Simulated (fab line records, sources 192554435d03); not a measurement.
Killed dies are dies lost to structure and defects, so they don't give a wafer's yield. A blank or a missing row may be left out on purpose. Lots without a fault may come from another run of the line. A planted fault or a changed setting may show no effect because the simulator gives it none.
A struck lot beside a sound one | flow n5_finfet | 37 steps out of a route of 1938
Sound: wafers L481.1, L481.2, L481.3. Struck: wafers L475.1, L475.4. The cause comes at the end.
At each step with rows: each side's tool, then ch and its chambers, then its first start. Under that, the readings that differ: sound wafers | struck wafers | difference of the means | sigmas: that difference in standard deviations of wafers without a fault.
alike: readings whose means differ by less than 2 such deviations, and words and numbers that are the same on both sides. not compared: withheld readings, readings that some wafer has no value for, bounds like >300 that may hide the same value, and numbers for which the record gives no deviation and whose values overlap.
The two part at a step that has a row with sigmas, a row that says differs or no value, or rows on one side only. Numbers that don't overlap but have no deviation are shown without sigmas and don't part them. A reading that every wafer of one side lacks parts them only if that side has two wafers or more.

first, 9 steps without rows for these wafers: N5_BEOL_M4_ANNEAL_95 (time 240 s); N5_BEOL_M4_SPUTTER_96 (material Cu, target thk 4.5 nm, time 8.29 s); N5_BEOL_M4_ECD_50 (material Cu, target thk 300 nm); N5_BEOL_M4_ANNEAL_51 (time 90 s); N5_BEOL_M4_CMP_52 (polishes, stops on SiOC, t overpolish 6.8 s, target thk 40 nm); N5_BEOL_M4_PRE_CLEAN_60 (time 15 s); N5_BEOL_M4_CO_CAP_55 (material Co, precursor CCTBA/H2, target thk 2 nm, time 102.1 s); N5_BEOL_M4_PRE_CLEAN_56 (time 15 s); N5_BEOL_M4_DEP_57 (deposits SiCN from 3MS/NH3, target thk 8 nm, time 14 s).
N5_BEOL_M4_RC_MEAS_101:
  sound on prober-01 ch 0, day 11 04:43; struck on prober-02 ch 0, day 9 11:01
  reading       | sound          | struck    | difference | sigmas
  SS_P (mV/dec) | 72.0 72.0 72.5 | 73.4 74.4 | +1.7       | +3
  alike: DIBL_N, DIBL_P, IOFF_N, IOFF_P, ION_N, ION_P, SS_N, VT_N, VT_P
then, 24 steps without rows for these wafers: N5_BEOL_M5_ILD_DEP_00 (deposits SiCOH lowk from DEMS/porogen, target thk 140.64 nm, time 25.9 s); N5_BEOL_M5_CURE_79 (cures SiCOH lowk, time 240 s); N5_BEOL_M5_PECVD_70 (deposits SiO2 from TEOS/O2, target thk 16 nm, time 18 s); N5_BEOL_M5_HM_DEP_02 (deposits TiN, target thk 20 nm); N5_BEOL_M5_COAT_59 (time 60 s, resist thk 60 nm); N5_BEOL_M5_COAT_60 (time 60 s, resist thk 12 nm); N5_BEOL_M5_COAT_71 (time 60 s, resist thk 5 nm); N5_BEOL_M5_COAT_05 (resist thk 30 nm); N5_BEOL_M5_EBR_07; N5_BEOL_M5_SOFTBAKE_06 (time 60 s); N5_BEOL_M5_EXPOSE_08 (exposes mask M5, target cd 28 nm); N5_BEOL_M5_PEB_09 (peb time 60 s); N5_BEOL_M5_DEVELOP_10 (develop time 30 s); N5_BEOL_M5_DESCUM_16 (chemistry O2, time 7 s); N5_BEOL_M5_ETCH_72 (etches underlayer in N2/H2, target depth 6.5 nm, time 5.2 s); N5_BEOL_M5_ETCH_61 (etches SiARC in CF4, target depth 15.6 nm, time 26 s); N5_BEOL_M5_ETCH_62 (etches SOC in N2/H2, target depth 75 nm, overetch 15 nm, time 112.5 s); N5_BEOL_M5_STRIP_63 (strips in N2/H2); N5_BEOL_M5_STRIP_73 (strips in N2/H2); N5_BEOL_M5_STRIP_64 (strips in CF4); N5_BEOL_M5_HM_OPEN_17 (chemistry Cl2/BCl3, target TiN, target depth 20 nm, overetch 6 nm); N5_BEOL_M5_STRIP_19 (strips in O2); N5_BEOL_M5_COAT_65 (time 60 s, resist thk 60 nm); N5_BEOL_M5_COAT_66 (time 60 s, resist thk 12 nm).
N5_BEOL_M6_ETCH_66: etches SOC in N2/H2, target depth 80 nm, overetch 16 nm, time 120 s.
  sound on rie_diel-06 ch 0,2,3, day 12 01:23; struck on rie_diel-04 ch 0,2, day 10 01:52
  no value came back on the struck wafers for any of 8 readings (bias_w (W), chamber_pressure_mTorr (mTorr) and others); on the sound wafers bias_w (W) reads 149.3 149.6 150.5
  reading                                         | sound       | struck | difference | sigmas
  model.SiARC_of_BEOL_M6_COAT_64.thk_nm (nm)      | 6.4 6.2 6.2 | 12 12  | +6         |
  model.underlayer_of_BEOL_M6_COAT_71.thk_nm (nm) | 0 0 0       | 5 5    | +5         |
N5_BEOL_M6_VIA_ETCH_34: etches SiCOH lowk in C4F6/O2, target depth 126.3 nm, time 50.9 s.
  sound on rie_diel-06 ch 0,2,3, day 12 01:29; struck on rie_diel-04 ch 0,2, day 10 01:58
  reading                | sound                | struck      | difference | sigmas
  C4F6_flow_sccm (sccm)  | 10.039 10.053 10.003 | 9.959 9.961 | -0.072     | -2
  oes_product_au (a.u.)  | 0.93 0.88 0.87       | 0.26 0.28   | -0.62      | -8
  rf_hours_counter_h (h) | 16 49 42             | 218 146     | +146       |
  alike: O2_flow_sccm, drypump_motor_current_A, rf_vpp_V, showerhead_plenum_p_Torr, throttle_valve_pct
-- the record jumps here: 4 days lie between the struck wafers' starts before and after (it left off in module BEOL_M6 and takes up again in module PASSIVATION, whose first step shown is number 1936 of the route) --
N5_PASSIVATION_PROBE_49:
  the record has rows for the struck wafers here (prober-02, day 14 11:47) and none for the sound ones

WHERE THEY PART
First at N5_BEOL_M4_RC_MEAS_101; last, within this record, at N5_PASSIVATION_PROBE_49.

WHY: what the simulator had put in
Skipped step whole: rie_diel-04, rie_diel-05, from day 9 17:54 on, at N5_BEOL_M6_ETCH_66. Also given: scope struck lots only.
